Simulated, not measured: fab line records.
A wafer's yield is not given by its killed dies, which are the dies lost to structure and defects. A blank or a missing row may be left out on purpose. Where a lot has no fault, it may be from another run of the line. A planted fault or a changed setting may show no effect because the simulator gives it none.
2 desks looking at one fault    flow n5 finfet    each desk holds nothing but its own numbers, with what lay behind them at the end

== FOR THE TOOL OWNER'S DESK: rie diel-02 ==
The tool's own readings at N5_BEOL_M7_TRENCH_ETCH_37 (etches SiCOH lowk in C4F6/O2, target depth 93.478 nm, time 31.2 s): means of the sampled wafers that have a number, for each lot that ran on this tool. A lot is out of limits, marked OUT, if its mean lies more than 4 standard deviations from the usual mean; the brackets give that distance. 7 of its 8 readings are shown: the first one out of limits and those lying furthest out on some lot.
Columns: A = drypump motor current A at N5_BEOL_M7_TRENCH_ETCH_37, usual 5.5 A; B = oes_f_703_au at N5_BEOL_M7_TRENCH_ETCH_37, usual 0.79 a.u.; C = oes_o_777_au at N5_BEOL_M7_TRENCH_ETCH_37, usual 0.79 a.u.; D = rf fwd power W at N5_BEOL_M7_TRENCH_ETCH_37, usual 341.4 W; E = rf vpp V at N5_BEOL_M7_TRENCH_ETCH_37, usual 670 V; F = showerhead plenum p Torr at N5_BEOL_M7_TRENCH_ETCH_37, usual 2.88 Torr; G = throttle valve pct at N5_BEOL_M7_TRENCH_ETCH_37, usual 21.08 %
lot   first seen here  A    B     C     D                E               F     G
L928  day 12 00:46     5.6  0.80  0.79  343.4            658             2.93  21.11
L932  day 12 21:20     5.9  0.85  0.84  341.1            663             2.94  21.21
L934  day 12 21:55     5.8  0.82  0.81  342.2            661             2.94  21.16
L938  day 14 22:31     5.7  0.62  0.63  287.4 (-39) OUT  753 (+4.9) OUT  2.97  21.02
Finding of this desk: L938 out of limits; the first was L938 at day 14 22:31, on rf fwd power W at N5_BEOL_M7_TRENCH_ETCH_37. In limits: L928, L932, L934.

== AT THE METROLOGY DESK ==
What the gauges read for every lot (on any tool): the sampled wafers with a number, averaged. A lot is out of limits, marked OUT, if its mean lies more than 4 standard deviations from the usual mean; the brackets give that distance.
Columns: A = V6_OVL at N5_BEOL_M7_OVL_MEAS_29, usual -0.6 nm; B = trench depth nm at N5_BEOL_M7_OCD_MEAS_38, usual 93.6 nm; C = cd nm at N5_BEOL_M7_CD_MEAS_35, usual 39.9 nm; D = M7_THK at N5_BEOL_M7_THK_MEAS_53, usual 79.1 nm; E = M7_RS at N5_BEOL_M7_RS_MEAS_57, usual 0.285 ohm/sq
lot   first seen here  A     B     C     D     E
L922  day 9 17:08      -0.2  94.4  39.9  81.2  0.277
L927  day 11 10:39     -0.8  93.3  39.2  78.6  0.285
L928  day 12 00:24     -0.6  92.8  40.2  77.4  0.292
L930  day 12 08:57     -0.5  93.4  38.8  77.2  0.295
L933  day 12 20:36     0.3   93.3  39.3  78.2  0.289
L932  day 12 20:47     -1.2  95.1  39.9  80.9  0.277
L934  day 12 21:33     -0.5  93.5  40.7  78.7  0.284
L920  day 14 21:49     -1.0  92.9  40.5  80.2  0.281
L938  day 14 21:59     -0.7  88.7  40.5  74.5  0.308
This desk's finding: nothing out of limits on any of the 9 lots.

== TAKEN TOGETHER ==
An alarm could have come from the tool owner's desk at day 14 22:31, on L938.
The metrology desk saw nothing out of limits.
The metrology desk has L938 on record, within its limits.
All the named lots went through N5_BEOL_M7_TRENCH_ETCH_37 on rie diel-02.

== WHAT THE SIMULATOR PUT IN ==
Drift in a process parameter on rie diel-02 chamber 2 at N5_BEOL_M7_TRENCH_ETCH_37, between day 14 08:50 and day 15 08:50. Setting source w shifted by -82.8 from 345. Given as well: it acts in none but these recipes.
Shown lots that were struck: L938.
Each desk's first reading out of limits, in hours after the fault started: the tool owner's desk, 14.
